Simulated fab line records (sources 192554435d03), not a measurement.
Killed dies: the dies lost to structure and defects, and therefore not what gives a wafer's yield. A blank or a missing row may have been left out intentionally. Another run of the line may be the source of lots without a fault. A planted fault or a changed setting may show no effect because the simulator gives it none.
Which tool is to blame?    flow n5_finfet    Sampling: 11 lots, 31 wafers, 2 of 1938 route steps

## WHAT EACH GAUGE READ, for each wafer
N5_BEOL_M9_INSPECT_58: inspects for defects (darkfield). Usual: raw_defect_count reads 78 (standard deviation 28).
lot   measured      on                 raw_defect_count  flag
L823  day 11 12:33  defect_inspect-01  54 91 40          
L824  day 11 16:43  defect_inspect-01  119 91 62         
L828  day 11 19:14  defect_inspect-02  99 90             
L829  day 12 05:38  defect_inspect-02  42 61             
L832  day 13 13:20  defect_inspect-02  64 54 88          
L835  day 13 15:04  defect_inspect-01  67 80 108         
L834  day 13 14:55  defect_inspect-01  107 101 122       
L836  day 14 16:16  defect_inspect-02  72 131 52         
L839  day 14 17:02  defect_inspect-02  61 41 58          
L841  day 15 09:17  defect_inspect-02  107 63 75         
L845  day 16 15:20  defect_inspect-02  54 52 49          

## EACH LOT AND THE TOOL THAT RAN IT (in order: tool; ch and the chambers of the sampled wafers; start)
lot   N5_BEOL_M9_HM_OPEN_17
L823  rie_metal-03 ch 0,1, day 11 05:52
L824  rie_metal-03 ch 0,1, day 11 11:05
L828  rie_metal-03 ch 0,1, day 11 11:53
L829  rie_metal-02 ch 0,1, day 12 01:53
L832  rie_metal-02 ch 0,1, day 13 05:17
L835  rie_metal-02 ch 0,1, day 13 08:42
L834  rie_metal-03 ch 1, day 13 08:59
L836  rie_metal-01 ch 0,1, day 14 11:31
L839  rie_metal-02 ch 0,1, day 14 11:51
L841  rie_metal-02 ch 0,1, day 15 05:44
L845  rie_metal-01 ch 0,1, day 16 11:00
- N5_BEOL_M9_HM_OPEN_17: chemistry Cl2/BCl3, target TiN, target depth 20 nm, overetch 6 nm.

## AS READ BY THE TOOLS THEMSELVES (means over the sampled wafers that have a number; for cases with no such wafer, the mark the record gives instead)
N5_BEOL_M9_HM_OPEN_17. Usual: bcl3_flow_sccm 21.75 sccm, standard deviation 0.06; drypump_motor_current_A 5.8 A, standard deviation 0.42; he_backside_leak_sccm 3.35 sccm, standard deviation 0.19; oes_product_au 0.70 a.u., standard deviation 0.064; throttle_valve_pct 22.16 %, standard deviation 0.24.
lot   tool          bcl3_flow_sccm (sccm)  drypump_motor_current_A (A)  he_backside_leak_sccm (sccm)  oes_product_au (a.u.)  throttle_valve_pct (%)  flag
L823  rie_metal-03  21.81                  5.8                          3.23                          0.76                   21.94                   
L824  rie_metal-03  21.73                  5.7                          3.40                          0.77                   21.97                   
L828  rie_metal-03  21.70                  5.8                          3.32                          0.76                   21.95                   
L829  rie_metal-02  21.75                  5.8                          3.39                          0.74                   22.23                   
L832  rie_metal-02  21.73                  5.5                          3.49                          0.72                   22.28                   
L835  rie_metal-02  21.78                  6.0                          3.45                          0.73                   22.23                   
L834  rie_metal-03  21.81                  5.8                          3.10                          0.74                   21.91                   
L836  rie_metal-01  21.83                  5.9                          3.26                          0.61                   22.26                   
L839  rie_metal-02  21.72                  6.0                          3.43                          0.73                   22.23                   
L841  rie_metal-02  21.78                  5.5                          3.49                          0.71                   22.28                   
L845  rie_metal-01  21.78                  6.0                          3.35                          0.59                   22.47                   

## THE ANSWER, worked out from the rows above alone
Rule: a lot counts as off when the mean over its wafers that have a number is more than 3 standard deviations away from the usual mean. A lot without any number at a reading at which 4 lots or more have one is off too. All remaining lots with rows at the step are treated as sound. Order of review: gauges by route order, followed by the tools' own readings, for which a lot's mean as printed above is used. At the first step where some lot is off, the reading lying furthest off is the one used; lots without a number count as furthest.
None of the lots is off at any reading shown; this tells nothing.

## WHAT WAS PUT IN BY THE SIMULATOR
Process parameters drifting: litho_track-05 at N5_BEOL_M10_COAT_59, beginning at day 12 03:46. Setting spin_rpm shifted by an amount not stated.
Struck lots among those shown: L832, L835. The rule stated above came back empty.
